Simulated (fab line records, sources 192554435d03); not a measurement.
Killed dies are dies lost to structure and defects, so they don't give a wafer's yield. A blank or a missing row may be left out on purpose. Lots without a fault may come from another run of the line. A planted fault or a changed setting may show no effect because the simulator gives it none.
Problem report in the 8D (eight disciplines) form, filled by code | flow n5_finfet | the parts of the form that need people (team, actions taken, sign-off) are left out

1. THE PROBLEM
spin_speed_rpm at N5_BEOL_M9_COAT_60 reads a mean of 1560.5 rpm on 6 wafers of 2 lots; wafers without a fault read 1499.9 rpm with a standard deviation of 1. That is +61 standard deviations from the usual mean.
The step: time 60 s, resist thk 30 nm.
First seen on wafer L293.1, day 12 22:55, on litho_track-01. The record holds 33 wafers of 11 lots with a number at this step. Rule for "out", or "out of limits": more than 4 standard deviations from the usual mean. The other wafers with a number count as sound.

2. WHAT IT IS AND WHAT IT IS NOT
question                    | is                     | is not
which readings at this step | spin_speed_rpm         | heater_power_total_W
which lots                  | L293, L296             | L280, L282, L284, L287, L289, L299, L300, L301, L302
which wafers of those lots  | all that have a number | -
read on which tools         | litho_track-01         | litho_track-02, litho_track-04
when                        | from day 12 22:55      | up to then (15 sound wafers); but 12 sound wafers of L299, L300, L301, L302 came after

3. SUSPECTS, AND WHAT RULES EACH OUT
Counting: a tool at a process step up to the reading stays a suspect if it ran every lot that is out and no sound lot after the first of them.
- ald_metal-01 at N5_BEOL_M8_ALD_77 (deposits TaN, target thk 2 nm, pulse time 2 s, purge time 3 s): kept. It ran every lot that is out, first L293 (day 12 18:20), and no sound lot after that.
- litho_track-01 at N5_BEOL_M9_COAT_60 (time 60 s, resist thk 30 nm): kept. It ran every lot that is out, first L293 (day 12 22:55), and no sound lot after that; its last sound lot up to then is L289 (day 11 20:29). Its own readings are out on those wafers: spin_speed_rpm.
Left after counting: ald_metal-01 at N5_BEOL_M8_ALD_77, litho_track-01 at N5_BEOL_M9_COAT_60.

4. THE CAUSE (what the simulator had put in)
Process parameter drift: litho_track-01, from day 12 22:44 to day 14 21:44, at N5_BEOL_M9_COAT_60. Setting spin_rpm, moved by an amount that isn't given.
Counting left 2 suspects, and this tool is among them.

5. THE CHAIN OF EFFECTS, in route order
Each row: a reading whose mean over the struck wafers that have a number lies more than 3 standard deviations from the usual. Only readings for which the record gives a usual standard deviation are gone through. hours: the time from each lot's start at the first step in this table that gives one to its start at this step, as a median over the lots. sigmas: the change in usual standard deviations.
hours | step               | reading        | usual      | on struck wafers | change | sigmas
0     | N5_BEOL_M9_COAT_60 | spin_speed_rpm | 1499.9 rpm | 1560.5           | +60.6  | +61
The process steps in it:
- N5_BEOL_M9_COAT_60: time 60 s, resist thk 30 nm.

6. WHAT WOULD HAVE CAUGHT IT SOONER
In this record the first reading out of limits was taken at day 12 22:55, 0 hours after the fault began at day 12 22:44.
